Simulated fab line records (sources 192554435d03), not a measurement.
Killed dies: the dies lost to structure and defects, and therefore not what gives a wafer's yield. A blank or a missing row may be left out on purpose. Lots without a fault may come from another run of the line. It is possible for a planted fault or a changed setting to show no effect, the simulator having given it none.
Comparing a struck lot with a sound one || flow n5-finfet || 15 steps out of a route of 1938
Sound: wafers L393.2, L393.3, L393.5. Struck: wafers L399.1, L399.2, L399.3. The cause is given at the end.
At each step with rows: each side's tool, then ch and its chambers, then its first start. Under that, the readings that differ: sound wafers || struck wafers || difference of the means || sigmas: that difference in standard deviations of wafers without a fault.
alike: readings with means less than 2 such deviations apart, plus words and numbers identical on both sides. not compared: withheld readings, readings lacking a value on some wafer, bounds such as >300 that could conceal the same value, and numbers that have no deviation in the record and whose values overlap.
The two part at a step that has a row with sigmas, a row that says differs or no value, or rows on one side only. Numbers that have no deviation but don't overlap get no sigmas and don't part them. Lack of a reading on every wafer of one side parts them only where that side has two or more wafers.

first, 8 steps without rows for these wafers: N5_WELL_APT_HMDS_18 (time 60 s); N5_WELL_APT_COAT_19 (resist thk 950 nm); N5_WELL_APT_EBR_21; N5_WELL_APT_SOFTBAKE_20 (time 60 s); N5_WELL_APT_EXPOSE_22 (exposes mask PWELL, defocus 0 nm, target cd 200 nm); N5_WELL_APT_PEB_23 (peb time 90 s); N5_WELL_APT_DEVELOP_24 (develop time 45 s); N5_WELL_APT_HARDBAKE_29 (time 120 s).
N5_WELL_APT_CD_MEAS_25: the cd target is 200 nm.
  sound on cd-sem-01 ch 0, day 2 20:50; struck on cd-sem-02 ch 0, day 4 09:41
  alike: cd-nm
N5_WELL_APT_OVL_MEAS_26:
  sound on overlay-02 ch 0, day 2 20:52; struck on overlay-02 ch 0, day 4 09:43
  alike: PWELL_OVL
N5_WELL_APT_INSPECT_27: inspects for defects (macro).
  sound on defect-inspect-01 at day 2 20:53; struck on defect-inspect-01 at day 4 09:44
  alike: raw-defect-count
N5_WELL_APT_DESCUM_30: chemistry O2, time 7.9 s.
  sound on rie-diel-01 ch 0,1,2, day 2 20:55; struck on rie-diel-01 ch 1,2,3, day 4 09:47
{"reading": "rf-fwd-power-W (W)", "sound": "49.52 49.58 49.44", "struck": "49.83 49.80 49.94", "difference": "+0.34", "sigmas": "+2"}
  alike: drypump-motor-current-A, o2-flow-sccm, oes-product-au, rf-vpp-V, showerhead-plenum-p-Torr, throttle-valve-pct
  not compared: rf-hours-counter-h
N5_WELL_APT_IMPLANT_31:
  sound on implanter-02 ch 0, day 2 21:03; struck on implanter-02 ch 0, day 4 10:16
then, 1 step without rows for these wafers: N5_WELL_APT_IMPLANT_32.
-- a jump in the record: the struck wafers' starts before and after are 11 days apart (it breaks off in module WELL_APT and resumes in module PASSIVATION, where the first step shown is number 1936 of the route) --
N5_PASSIVATION_PROBE_49:
  rows exist in the record for the struck wafers here (prober-01, day 15 18:05), but not for the sound ones

== WHERE THEY PART ==
Last at N5_PASSIVATION_PROBE_49 as far as this record goes, first at N5_WELL_APT_DESCUM_30.

WHY: the cause the simulator had injected
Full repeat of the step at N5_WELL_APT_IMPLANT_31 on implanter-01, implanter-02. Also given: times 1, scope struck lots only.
